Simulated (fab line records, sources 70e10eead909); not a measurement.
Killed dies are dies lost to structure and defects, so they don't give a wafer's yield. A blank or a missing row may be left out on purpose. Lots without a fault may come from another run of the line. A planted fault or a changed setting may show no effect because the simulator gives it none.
One fault seen from 2 desks | flow nand_harc | each desk has only its own numbers; what lay behind them comes last

THE DEFECT DESK
What the inspections along the route counted, lot by lot: means of the sampled wafers that have a number. A lot is out of limits, marked OUT, if its mean lies more than 4 standard deviations from the usual mean; the brackets give that distance.
Columns: A = raw_defect_count at NHARC_A_ZERO_WELL_INSPECT_17, usual 10
lot  | first seen here | A
L541 | day 7 00:27     | 20
L542 | day 7 03:55     | 10
L543 | day 7 11:46     | 11
L544 | day 8 05:32     | 5
L546 | day 9 00:21     | 10
L548 | day 10 00:46    | 13
L550 | day 10 13:58    | 9
L551 | day 10 20:05    | 3
L558 | day 14 01:36    | 10
L559 | day 14 06:44    | 17
L560 | day 14 22:02    | 7
L562 | day 15 11:07    | 8
L564 | day 16 07:13    | 11
This desk's finding: nothing out of limits on any of the 13 lots.

THE METROLOGY DESK
What the gauges read, lot by lot, whatever tool the lot ran on: means of the sampled wafers that have a number. A lot is out of limits, marked OUT, if its mean lies more than 4 standard deviations from the usual mean; the brackets give that distance.
Columns: A = thk_nm at NHARC_A_SOURCE_PLATE_THK_MEAS_06, usual 200.0 nm; B = thk_nm at NHARC_A_ONON_D1_THK_MEAS_24, usual 997 nm
lot  | first seen here | A     | B
L541 | day 7 22:05     | 199.2 | 982
L542 | day 7 22:05     | 200.3 | 1002
L543 | day 8 08:13     | 201.5 | 999
L544 | day 9 02:27     | 199.3 | 1012
L546 | day 9 23:16     | 199.1 | 996
L548 | day 11 00:41    | 200.0 | 982
L550 | day 11 11:14    | 198.7 | 1003
L551 | day 11 16:35    | 200.8 | 1000
L558 | day 14 21:29    | 199.4 | 896 (-10) OUT
L559 | day 15 08:00    | 200.2 | 796 (-20) OUT
L560 | day 15 21:54    | 198.4 | 997
L562 | day 16 10:05    | 198.0 | 1012
L564 | day 17 04:54    | 198.3 | 988
This desk's finding: out of limits on L558, L559; first on L558, day 15 12:36 (thk_nm at NHARC_A_ONON_D1_THK_MEAS_24). In limits: L541, L542, L543, L544, L546, L548, L550, L551, L560, L562, L564.

PUT TOGETHER
The metrology desk could have raised an alarm at day 15 12:36, on L558, L559.
The defect desk saw nothing out of limits.
The defect desk has L558, L559 on record, within its limits.
Of the lots named, all ran NHARC_A_ONON_D1_DEP_22 on pecvd_onon-02.

WHAT THE SIMULATOR HAD PUT IN
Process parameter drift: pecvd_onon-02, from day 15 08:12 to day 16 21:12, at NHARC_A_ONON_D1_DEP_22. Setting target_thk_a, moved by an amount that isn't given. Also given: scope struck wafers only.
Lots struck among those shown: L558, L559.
Hours from the fault's start to each desk's first reading out of limits: the metrology desk, 4.
